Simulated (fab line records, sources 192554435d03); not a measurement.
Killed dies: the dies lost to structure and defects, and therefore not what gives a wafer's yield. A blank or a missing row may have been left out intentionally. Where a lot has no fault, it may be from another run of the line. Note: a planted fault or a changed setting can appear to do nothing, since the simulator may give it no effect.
Split-lot study | flow n5 finfet | route with 1938 steps; 7 lots, 21 wafers read

THE SPLIT
At N5_BEOL_M12_CMP_49 (polishes, stops on SiOC, t overpolish 20.6 s, target thk 320 nm), the setting down force psi was moved away from the recipe's 1 psi on 6 of the 21 wafers read, by -17.0% to +20.8%. All remaining wafers had this setting at the recipe value.

The reading comes from the split's own step.

THE READING
barrier field endpoint s, in s, at N5_BEOL_M12_CMP_49 (polishes, stops on SiOC, t overpolish 20.6 s, target thk 320 nm). On this fab line, fault-free wafers typically give 30.5 s with a standard deviation of 0.91 s.

wafer  | tool, chamber at the split | down force psi as run, psi | against the recipe | barrier field endpoint s, s | against lot-mates on the recipe
L074.1 | cmp-03, 3                  | 1                          | recipe             | 31.4                        | -
L074.2 | cmp-03, 1                  | 1                          | recipe             | 31.1                        | -
L074.5 | cmp-03, 3                  | 1                          | recipe             | 31.7                        | -
L075.1 | cmp-04, 0                  | 0.8295                     | -17.0%             | 36.2                        | +5.3
L075.4 | cmp-04, 3                  | 0.8295                     | -17.0%             | 37.0                        | +6.1
L075.6 | cmp-04, 1                  | 1                          | recipe             | 30.9                        | -
L079.4 | cmp-01, 2                  | 1.19                       | +19.0%             | 25.3                        | -5.3
L079.1 | cmp-01, 3                  | 1.19                       | +19.0%             | 26.8                        | -3.8
L079.5 | cmp-01, 2                  | 1                          | recipe             | 30.6                        | -
L081.1 | cmp-04, 0                  | 1.208                      | +20.8%             | 25.7                        | -6.0
L081.3 | cmp-04, 1                  | 1                          | recipe             | 30.6                        | -
L081.5 | cmp-04, 3                  | 1                          | recipe             | 32.8                        | -
L085.4 | cmp-01, 3                  | 1                          | recipe             | 30.9                        | -
L085.1 | cmp-01, 0                  | 1                          | recipe             | 29.0                        | -
L085.6 | cmp-01, 3                  | 1                          | recipe             | 30.2                        | -
L086.1 | cmp-01, 1                  | 1                          | recipe             | 28.5                        | -
L086.4 | cmp-01, 0                  | 1                          | recipe             | 29.9                        | -
L086.6 | cmp-01, 1                  | 1                          | recipe             | 29.1                        | -
L092.1 | cmp-04, 2                  | 1                          | recipe             | 30.2                        | -
L092.3 | cmp-04, 0                  | 0.8828                     | -11.7%             | 35.1                        | +4.6
L092.5 | cmp-04, 1                  | 1                          | recipe             | 30.9                        | -

THE FIT
A straight line over all 21 wafers: barrier field endpoint s changes by -0.286 s for each +1% of down force psi; r = -0.93; the points scatter about the line by 1.1 s.
The same after taking each lot's own level away (the mean of its wafers on the recipe; 21 wafers): -0.293 s for each +1%; r = -0.97; scatter 0.74 s.
That fit puts the effect of the largest move of down force psi on the reading at 6.1 s.
From 29.17 to 31.70 s: that is the span of the lots' own levels, equal to 2.8 times the standard deviation above.
The two slopes are in agreement: the lot-to-lot level therefore moves the slope only a little.
Check: for one of the wafers moved furthest among these (+20.8%), held out of the fit, the line's prediction against its lot-mates is -5.82 s. It came out at -6 s against them.
Tool readings at the split's step, against how far the setting was moved: barrier field endpoint s r = -0.93.

THE OTHER SPLITS THESE WAFERS WENT THROUGH
Note: prior to the reading, these wafers also went through further splits. Each is held against what the fit with the lots' levels taken away leaves over:
other split on the same wafers    | wafers away from the commonest value | r with barrier field endpoint s (lot level and that fit taken away)
N5_BEOL_M11_TRENCH_ETCH_37 bias w | 5                                    | +0.08

THE FILE'S OWN FIT
barrier field endpoint s changes by -0.296 s for each +1% of down force psi, r = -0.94.
